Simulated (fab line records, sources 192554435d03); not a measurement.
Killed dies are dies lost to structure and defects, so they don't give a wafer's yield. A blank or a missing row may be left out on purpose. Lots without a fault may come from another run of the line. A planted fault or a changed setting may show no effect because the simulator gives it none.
fab line records | flow n5_finfet
record lots=4 wafers=12 last_day=15
route steps=1938 shown BEOL_M0@741 BEOL_M1@751 BEOL_M4@1111
lots that met no fault: from a run of the same line without faults
start_h: hours from the record's first day to the start of the lot's first wafer shown | wait_h: hours since the lot's step before | " the same as in the row above | L1.1+2: a row that stands for several wafers | - no value, or no start given | * or withheld: withheld | < > ~ a bound
route shown NAME@n: a module of which the file shows steps, and the number in the route of the first | usual: mean/standard deviation of fault-free wafers | same: alike in all rows | chamber/n: place in a boat | sites: the reading at each site | _std_site: their standard deviation | _edge_site: outer sites' mean less inner sites' | radius_mm: how far each site lies from the wafer's centre | mask NAME#n: copy n | behind: the tool/chamber that last shaped the wafer | hold: why the lot was held/for how many hours/how that ended | device: the transistor (n, p or np) that didn't switch | end of line: the same wafers' tests at the end of the route | a step without rows: its recipe alone | killed: dies lost to structure and defects at the first sort, not the wafer's yield | map: a wafer's dies, x killed, . not, _ none there
set.NAME: the setting as run; set.NAME@STEP: as run at that earlier step | model.NAME: the simulator's own value behind a step, which no gauge read
lots at some steps of the route; a table a step, a row a wafer
services: from which hour (start_h, from the record's first day; less than 0 if before it) a tool's chamber was out of use, for how many hours, and why
## steps
# step N5_BEOL_M0_ECD_118
# recipe material=Cu target_thk_a=3000
# step N5_BEOL_M0_ANNEAL_119
# recipe temp_c=225 time_s=90 ambient=N2
# step N5_BEOL_M0_CMP_120
# recipe stop_on=SiOC t_overpolish_s=6.9 down_force_psi=1 platen_rpm=50 clearing_platen_down_force_psi=1.5 clearing_platen_rpm=50 post_cmp_clean=cu_alkaline clearing_platen_pad_velocity_m_s=0.99484 pad_velocity_m_s=0.99484
# step N5_BEOL_M0_PRE_CLEAN_131
# recipe gas=NH3/H2 time_s=15 temp_c=* rf_power_w=300
# step N5_BEOL_M0_CO_CAP_123
# recipe material=Co target_thk_a=20 temp_c=200 precursor=CCTBA/H2 pressure_torr=30 time_s=102.1
# step N5_BEOL_M0_PRE_CLEAN_124
# recipe gas=NH3 time_s=15 temp_c=withheld rf_power_w=300
# step N5_BEOL_M0_DEP_125
# recipe material=SiCN target_thk_a=80 temp_c=withheld precursor=3MS/NH3 pressure_torr=3 rf_w=202 time_s=14
# step N5_BEOL_M1_ILD_DEP_00
# recipe material=SiOC target_thk_a=790 temp_c=350 precursor=DEMS/O2 pressure_torr=5 rf_w=500 time_s=15.3
# step N5_BEOL_M1_PECVD_72
# recipe material=SiO2 target_thk_a=160 temp_c=400 precursor=TEOS/O2 pressure_torr=5.5 rf_w=450 teos_flow_sccm=53.8 gas=O2 flow_sccm=3000 time_s=18
# usual heater_power_w=734/96 showerhead_plenum_p_Torr=8.74/0.041 susceptor_temp_C=399.99/0.23 throttle_valve_pct=22.7/1.7
# columns lot.wafer tool chamber start_h wait_h heater_power_w showerhead_plenum_p_Torr susceptor_temp_C throttle_valve_pct model.SiO2_of_BEOL_M1_PECVD_72.thk_nm
L691.1 pecvd-03 0 124.02 0.0 884 8.73 399.83 23.3 16
L691.2 " 2 " " 661 8.73 400.56 21.6 16
L691.4 " 2 " " 683 8.73 400.08 21.8 16.2
L702.3 pecvd-03 1 191.66 0.0 627 8.73 378.51 23.2 18
L702.5 " 2 " " 548 8.71 379.00 21.5 18.4
L702.6 " 1 " " 631 8.73 378.38 23.0 18.6
L703.1 pecvd-03 0 194.74 0.0 686 8.72 378.69 23.3 18
L703.4 " 2 " " 583 8.74 378.41 21.8 18.2
L703.5 " 1 " " 650 8.74 378.45 23.2 18.2
L707.2 pecvd-01 0 215.36 0.0 882 8.78 400.42 22.3 15.6
L707.5 " 1 " " 678 8.72 400.09 24.8 16.2
L707.6 " 2 " " 607 8.79 400.08 20.4 16.2
# step N5_BEOL_M1_HM_DEP_02
# recipe material=TiN target_thk_a=200 temp_c=25 chamber_pressure_pa=0.49996
# step N5_BEOL_M1_COAT_61
# recipe resist=SOC temp_c=250 time_s=60 spin_rpm=1500 resist_thk_nm=60
# step N5_BEOL_M1_COAT_62
# recipe resist=SiARC temp_c=220 time_s=60 spin_rpm=1500 resist_thk_nm=12
# step N5_BEOL_M1_COAT_73
# recipe resist=underlayer temp_c=205 time_s=60 spin_rpm=1500 resist_thk_nm=5
# step N5_BEOL_M1_COAT_05
# recipe resist=CAR-EUV spin_rpm=1500 resist_thk_nm=30
# step N5_BEOL_M1_EBR_07
# recipe solvent=PGMEA ebr_width_mm=1.5
# step N5_BEOL_M1_SOFTBAKE_06
# recipe temp_c=110 time_s=60 resist=CAR-EUV
# step N5_BEOL_M1_EXPOSE_08
# recipe mask_id=M1 na=0.33 source_shape=dipole sigma_inner=0.369 sigma_outer=0.767 polarization=unpolarized dose_mj=33
# step N5_BEOL_M1_PEB_09
# recipe peb_temp_c=100 peb_time_s=60 resist=CAR-EUV
# step N5_BEOL_M1_DEVELOP_10
# recipe develop_time_s=30 developer=TMAH resist=CAR-EUV rinse_liquid=surfactant_rinse dry=air_spin dev_temp_c=23
# step N5_BEOL_M1_DESCUM_16
# recipe chemistry=O2 time_s=7 source_power_w=50 bias_power_w=20 pressure_mtorr=20 rf_frequency_hz=2.712e+07 temp_c=40 resist=CAR-EUV o2_flow_sccm=225
# step N5_BEOL_M1_ETCH_74
# recipe chemistry=N2/H2 target=underlayer target_depth_a=65 mask_material=CAR-EUV time_s=5.2 ion_energy_ev=200 pressure_mtorr=30 source_w=840 bias_w=150 n2_flow_sccm=200 h2_flow_sccm=200 ends=cleared
# step N5_BEOL_M1_ETCH_63
# recipe chemistry=CF4 target=SiARC target_depth_a=156 mask_material=CAR-EUV time_s=26 ion_energy_ev=80 pressure_mtorr=40 source_w=545 bias_w=36 Ar_flow_sccm=100 cf4_flow_sccm=100 ends=cleared
# step N5_BEOL_M1_ETCH_64
# recipe chemistry=N2/H2 target=SOC target_depth_a=750 overetch_a=150 mask_material=SiARC temp_c=40 time_s=112.5 ion_energy_ev=200 pressure_mtorr=30 source_w=840 bias_w=150 n2_flow_sccm=200 h2_flow_sccm=200
# step N5_BEOL_M1_STRIP_65
# recipe chemistry=N2/H2 temp_c=40 n2_flow_sccm=200 h2_flow_sccm=200 rf_frequency_hz=6e+07
# step N5_BEOL_M1_STRIP_75
# recipe chemistry=N2/H2 temp_c=40 n2_flow_sccm=200 h2_flow_sccm=200 rf_frequency_hz=6e+07
# step N5_BEOL_M1_STRIP_66
# recipe chemistry=CF4 resist=SiARC power_w=300 bias_power_w=75 pressure_mtorr=50 cf4_flow_sccm=150 rf_frequency_hz=6e+07
# step N5_BEOL_M1_HM_OPEN_17
# recipe chemistry=Cl2/BCl3 target_depth_a=200 overetch_a=60 target=TiN mask_material=SOC ion_energy_ev=150 pressure_mtorr=10 icp_w=1000 bias_w=126 Cl2_flow_sccm=53.25 bcl3_flow_sccm=21.75 Ar_flow_sccm=25
# step N5_BEOL_M1_STRIP_19
# recipe chemistry=O2 power_w=400 temp_c=40 pressure_mtorr=30 rf_frequency_hz=6e+07 bias_power_w=0 overash_fraction=0.2 o2_flow_sccm=225
# step N5_BEOL_M1_COAT_67
# recipe resist=SOC temp_c=250 time_s=60 spin_rpm=1500 resist_thk_nm=60
# step N5_BEOL_M1_COAT_68
# recipe resist=SiARC temp_c=220 time_s=60 spin_rpm=1500 resist_thk_nm=12
# step N5_BEOL_M1_COAT_76
# recipe resist=underlayer temp_c=205 time_s=60 spin_rpm=1500 resist_thk_nm=5
# step N5_BEOL_M1_COAT_22
# recipe resist=CAR-EUV spin_rpm=1500 resist_thk_nm=30
# step N5_BEOL_M1_EBR_24
# recipe solvent=PGMEA ebr_width_mm=1.5
# step N5_BEOL_M1_SOFTBAKE_23
# recipe temp_c=110 time_s=60 resist=CAR-EUV
# step N5_BEOL_M1_HM_STRIP_39
# recipe chemistry=peroxide_tin_strip material=TiN target_depth_a=250 temp_c=50 time_s=158
# columns lot.wafer tool chamber start_h wait_h model.SiO2_of_BEOL_M1_PECVD_72.thk_nm
L691.1+2 wet_bench-01 3,4 127.29 0.0 15.8
L691.4 " 0 " " 16
L702.3 wet_bench-05 4 196.23 0.0 17.8
L702.5 " 3 " " 18.2
L702.6 " 5 " " 18.4
L703.1 wet_bench-04 0 199.98 0.0 17.8
L703.4+5 " 1,5 " " 18
L707.2 wet_bench-04 0 222.01 0.0 15.4
L707.5+6 " 6,2 " " 16
# step N5_BEOL_M1_CMP_52
# recipe stop_on=SiOC t_overpolish_s=6.8 down_force_psi=1 platen_rpm=50 clearing_platen_down_force_psi=1.5 clearing_platen_rpm=50 post_cmp_clean=cu_alkaline target_thk_nm=40 clearing_platen_pad_velocity_m_s=0.99484 pad_velocity_m_s=0.99484
# usual barrier_field_endpoint_s=24.6/0.78 clearing_platen_down_force_psi=1.500/0.003 head_pressure_psi=1.0002/0.0023 motor_current_A=6.0/0.66
# columns lot.wafer tool chamber start_h wait_h barrier_field_endpoint_s clearing_platen_down_force_psi head_pressure_psi motor_current_A
L691.4 cmp-01 1 131.63 0.2 23.8 1.503 0.9995 5.9
L691.2 " 3 " " 24.7 1.498 1.0023 6.2
L691.1 " 0 " " 23.3 1.498 1.0023 5.5
L702.3 cmp-02 0 200.44 0.2 26.2 1.502 1.0023 5.8
L702.6 " 2 " " 27.4 1.497 1.0018 5.7
L702.5 " 3 " " 27.8 1.499 1.0009 6.2
L703.4 cmp-01 1 203.97 0.2 26.9 1.497 0.9991 6.3
L703.1 " 2 " " 28.1 1.500 1.0022 7.0
L703.5 " 1 " " 26.8 1.495 1.0015 5.8
L707.2 cmp-01 0 225.52 0.2 23.5 1.504 1.0022 5.7
L707.5 " 3 " " 25.0 1.503 0.9988 5.7
L707.6 " 0 " " 24.2 1.500 0.9990 5.6
# step N5_BEOL_M4_RC_MEAS_101
# usual DIBL_N=36.3/1.6 DIBL_P=36.2/2.1 IOFF_N=0.16/0.031 IOFF_P=0.21/0.034 ION_N=673/11 ION_P=461/7.4 SS_N=71.6/0.55 SS_P=73.3/0.66 VT_N=251/3.2 VT_P=-251/3.5
# columns lot.wafer tool chamber start_h wait_h DIBL_N[mV/V] DIBL_P[mV/V] IOFF_N[nA/um] IOFF_P[nA/um] ION_N[uA/um] ION_P[uA/um] SS_N[mV/dec] SS_P[mV/dec] VT_N[mV] VT_P[mV]
L691.1 prober-02 0 159.67 0.0 37.8 37.9 0.16 0.25 672 463 71.5 74.0 252 -251
L691.2 " 0 " " 36.7 35.6 0.15 0.21 667 468 71.0 73.7 249 -251
L691.4 " 0 " " 35.6 34.9 0.13 0.19 676 465 71.4 73.2 252 -254
L702.3 prober-02 0 229.59 0.3 35.2 37.4 0.15 0.21 655 455 71.7 74.1 251 -249
L702.5 " 0 " " 36.3 39.1 0.18 0.24 687 471 71.4 73.8 248 -248
L702.6 " 0 " " 35.2 37.2 0.15 0.19 667 457 71.0 73.1 248 -251
L703.1 prober-01 0 236.31 0.0 35.9 36.0 0.14 0.18 680 467 71.1 73.3 249 -254
L703.4 " 0 " " 36.2 36.5 0.14 0.19 679 466 71.0 73.5 251 -252
L703.5 " 0 " " 35.9 35.5 0.14 0.17 669 451 70.9 72.5 252 -256
L707.2 prober-02 0 253.97 0.2 38.2 35.8 0.18 0.23 675 459 72.0 73.5 252 -250
L707.5 " 0 " " 37.1 35.0 0.15 0.21 674 469 71.2 73.6 250 -252
L707.6 " 0 " " 35.9 32.7 0.13 0.17 658 452 71.4 72.9 255 -255
## services
# columns tool chamber start_h hours kind
wet_bench-01 - 103.35 2.1 repair
cmp-02 - 134.22 4.5 pm
pecvd-03 0 146.19 21.5 repair
pecvd-01 0 155.28 4.9 repair
cmp-01 - 167.23 2.6 repair
pecvd-03 - 171.75 3.1 repair
wet_bench-05 - 173.34 3.2 repair
cmp-01 - 176.94 11.4 pm
pecvd-03 2 182.22 5.5 scheduled_down
cmp-02 - 188.39 11.7 pm
pecvd-03 2 188.70 2.1 scheduled_down
pecvd-01 - 191.75 2.8 pm
cmp-02 - 200.59 4.0 pm
cmp-02 - 204.59 - consumable_replace:conditioner
cmp-02 - 204.59 - consumable_replace:pad
pecvd-03 1 206.10 6.1 repair
pecvd-01 0 207.62 2.1 scheduled_down
## key
first_sign step=N5_BEOL_M1_PECVD_72 reading=susceptor_temp_C direction=down sigmas=94 usual=* struck=*
effect step=N5_BEOL_M1_CMP_52 reading=barrier_field_endpoint_s direction=up sigmas=3.4 usual=24.6 struck=27.2
model_effect step=N5_BEOL_M1_PECVD_72 value=SiO2_of_BEOL_M1_PECVD_72.thk_nm without=16.03 struck=18.23
model_effect step=N5_BEOL_M1_HM_STRIP_39 value=SiO2_of_BEOL_M1_PECVD_72.thk_nm without=15.83 struck=18.03
met_at N5_BEOL_M1_PECVD_72
struck_wafers L702.3,L702.5,L702.6,L703.1,L703.4,L703.5
onset_between 124.02 191.66
fault kind=process_parameter_drift tool=pecvd-03 chamber=- onset_h=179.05 steps=N5_BEOL_M1_PECVD_72 channel=temp_c offset=* shape=step end_h=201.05 acts_in=* stated=*
